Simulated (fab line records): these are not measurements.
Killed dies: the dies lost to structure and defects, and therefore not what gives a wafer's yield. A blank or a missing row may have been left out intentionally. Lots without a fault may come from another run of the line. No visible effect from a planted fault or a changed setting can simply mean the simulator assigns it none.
A lot that was struck, set against a sound lot ; flow n5Finfet ; 40 out of 1938 route steps
Sound: the wafers L389.3, L389.4, L389.6. Struck: wafers L392.5, L392.6. (L392.1 of the same lot was not struck and is left out.) The cause comes at the end.
For every step that has rows: the tool of each side, followed by ch and its chambers, followed by its first start. Under that, the readings that differ: sound wafers ; struck wafers ; difference of the means ; sigmas: that difference in standard deviations of wafers without a fault.
alike: words and numbers the same on both sides, and readings whose means are apart by under 2 such deviations; not compared: readings that were withheld, readings missing a value for some wafer, numbers with overlapping values and no deviation given by the record, and bounds like >300 which may hide the same value.
A row with sigmas, a row that says differs or no value, or rows on one side alone: a step with any of these is where the two part. Non-overlapping numbers with no deviation appear without sigmas and do not part them. A reading that every wafer of one side lacks parts them only if that side has two wafers or more.

first, 9 steps without rows for these wafers: N5_MOL_CONTACT_COAG_PRE_CLEAN_121; N5_MOL_CONTACT_COAG_CVD_140 (deposits W, target thk 66.5 nm, time 215 s); N5_MOL_CONTACT_COAG_PRECLEAN_127 (cleans in DIW, time 57.5 s); N5_MOL_CONTACT_COAG_SRD_128 (dry time 32 s); N5_MOL_CONTACT_COAG_CMP_52 (polishes, stops on SiO2, t overpolish 1.5 s, target thk 66.5 nm); N5_MOL_CONTACT_COAG_ANNEAL_112 (time 1800 s); N5_BEOL_M0_SAQP_PECVD_00 (deposits SiCN from 3MS/NH3, target thk 8 nm, time 14 s); N5_BEOL_M0_SAQP_ILD_DEP_01 (deposits SiOC from DEMS/O2, target thk 45.419 nm, time 8.7 s); N5_BEOL_M0_SAQP_HM_DEP_02 (deposits TiN, target thk 12 nm).
N5_BEOL_M0_SAQP_PECVD_03: deposits SiCN from 3MS/NH3, target thk 12 nm, time 21.1 s.
  sound on pecvd-04 ch 0,2, day 5 23:24; struck on pecvd-04 ch 1,2, day 6 18:38
reading;sound;struck;difference;sigmas
runLengthS (s);52.4 51.5 52.3;49.1 49.1;-3.0;-5
model.SiCN_of_BEOL_M0_SAQP_PECVD_03.thkNm (nm);11.8 12 12;11.2 11.2;-0.7;
  alike: chamberPressureTorr, showerheadPlenumPTorr, throttleValvePct
then, 25 steps without rows for these wafers: N5_BEOL_M0_SAQP_PECVD_96 (deposits a-Si from SiH4/He, target thk 45 nm, time 45.2 s); N5_BEOL_M0_SAQP_PECVD_97 (deposits SiNx from SiH4/NH3/N2, target thk 23 nm, time 19.9 s); N5_BEOL_M0_SAQP_PECVD_04 (deposits a-Si from SiH4/He, target thk 60 nm, time 60.2 s); N5_BEOL_M0_SAQP_HM_DEP_111 (deposits SiO2 from SiH4/N2O, target thk 12 nm, time 7.2 s); N5_BEOL_M0_SAQP_COAT_81 (time 60 s, resist thk 100 nm); N5_BEOL_M0_SAQP_COAT_82 (time 60 s, resist thk 30 nm); N5_BEOL_M0_SAQP_COAT_08 (resist thk 90 nm); N5_BEOL_M0_SAQP_EBR_10; N5_BEOL_M0_SAQP_SOFTBAKE_09 (time 60 s); N5_BEOL_M0_SAQP_EXPOSE_11 (exposes mask M0 CORE, target cd 42 nm); N5_BEOL_M0_SAQP_PEB_12 (peb time 60 s); N5_BEOL_M0_SAQP_DEVELOP_13 (develop time 30 s); N5_BEOL_M0_SAQP_DESCUM_19 (chemistry O2, time 7.9 s); N5_BEOL_M0_SAQP_ETCH_83 (etches SiARC in CF4, target depth 39 nm, time 65 s); N5_BEOL_M0_SAQP_ETCH_84 (etches SOC in N2/H2, target depth 100 nm, overetch 20 nm, time 150 s); N5_BEOL_M0_SAQP_STRIP_80 (strips in N2/H2); N5_BEOL_M0_SAQP_HM_OPEN_112 (chemistry CHF3/O2, target SiO2, stops on a-Si, target depth 12 nm, time 13.5 s); N5_BEOL_M0_SAQP_STRIP_113 (strips in CHF3/O2); N5_BEOL_M0_SAQP_MANDREL_ETCH_20 (etches a-Si in HBr/Cl2, stops on SiNx, target depth 60 nm, bt time 10 s, time 30 s); N5_BEOL_M0_SAQP_STRIP_86 (strips in N2/H2); N5_BEOL_M0_SAQP_STRIP_115 (strips in post etch residue remover, time 60 s); N5_BEOL_M0_SAQP_SRD_93 (time 30 s); N5_BEOL_M0_SAQP_RECESS_114 (chemistry HF/NH3, target SiO2, target depth 14.4 nm, afs cycles 3, sublimation time 60 s); N5_BEOL_M0_SAQP_SPACER1_ALD_98 (deposits SiO2, target thk 12.8 nm, pulse time 1 s, purge time 2 s); N5_BEOL_M0_SAQP_SPACER1_ETCHBACK_99 (etches SiO2 in CHF3/O2, target depth 15.4 nm, time 7.7 s).
N5_BEOL_M0_SAQP_RECESS_109: chemistry HF/NH3, target SiO2, target depth 3 nm, afs cycles 1, sublimation time 60 s.
  sound on vaporEtch-02 ch 0,1, day 6 03:07; struck on vaporEtch-01 ch 0,1, day 6 22:19
reading;sound;struck;difference;sigmas
model.SiCN_of_BEOL_M0_SAQP_PECVD_03.thkNm (nm);8.4 8.4 8.4;7.8 7.6;-0.7;
  alike: drypumpMotorCurrentA, tempC
N5_BEOL_M0_ETCH_138: etches SiCN in CH3F/O2, target depth 12 nm, time 31.6 s.
  sound on rieDiel-02 ch 1,3, day 6 06:46; struck on rieDiel-02 ch 2,3, day 7 01:35
reading;sound;struck;difference;sigmas
etchRfOnTimeS (s);28.4 28.0 28.9;26.3 26.0;-2.3;-3
model.etch.depthNm (nm);8.322 8.35 8.445;7.845 7.64;-0.630;
  alike: chamberPressureMTorr, drypumpMotorCurrentA, oesProductAu, rfVppV, showerheadPlenumPTorr, throttleValvePct
  not compared: rfHoursCounterH
N5_BEOL_M0_HM_OPEN_105: chemistry Cl2/BCl3, target TiN, target depth 12 nm.
  sound on rieMetal-02 ch 0,1, day 6 06:56; struck on rieMetal-02 ch 1, day 7 11:26
reading;sound;struck;difference;sigmas
model.SiO2_of_BEOL_M0_SAQP_SPACER2_ALD_26.thkNm (nm);2.8 2.8 2.8;3 3;+0;
  alike: chamberPressureMTorr, drypumpMotorCurrentA, oesProductAu, throttleValvePct
  not compared: rfHoursCounterH
N5_BEOL_M0_ETCH_128: etches SiCN in CF4/N2, target depth 12 nm, overetch 5.1 nm, time 21.4 s.
  sound on rieDiel-01 ch 1,2, day 6 07:33; struck on rieDiel-05 ch 2,3, day 7 11:55
reading;sound;struck;difference;sigmas
model.etch.depthNm (nm);8.322 8.35 8.445;7.845 7.64;-0.630;
  alike: chamberPressureMTorr, drypumpMotorCurrentA, oesProductAu, rfVppV, showerheadPlenumPTorr, throttleValvePct
  not compared: rfHoursCounterH
-- a jump in the record: the struck wafers' starts before and after are 3 days apart (it breaks off in module BEOL_M0 and resumes in module BEOL_M4, where the first step shown is number 1111 of the route) --
N5_BEOL_M4_RC_MEAS_101:
  sound on prober-02 ch 0, day 9 08:33; struck on prober-01 ch 0, day 10 15:33
reading;sound;struck;difference;sigmas
SS_P (mV/dec);72.2 72.2 72.4;74.7 74.3;+2.2;+3
  alike: DIBL_N, DIBL_P, IOFF_N, IOFF_P, ION_N, ION_P, SS_N, VT_N, VT_P

## WHERE THEY PART
Earliest at N5_BEOL_M0_SAQP_PECVD_03; latest, in this record, at N5_BEOL_M4_RC_MEAS_101.

WHY: what the simulator had put in
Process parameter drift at N5_BEOL_M0_SAQP_PECVD_03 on pecvd-04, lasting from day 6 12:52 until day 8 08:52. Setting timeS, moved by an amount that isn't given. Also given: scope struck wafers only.
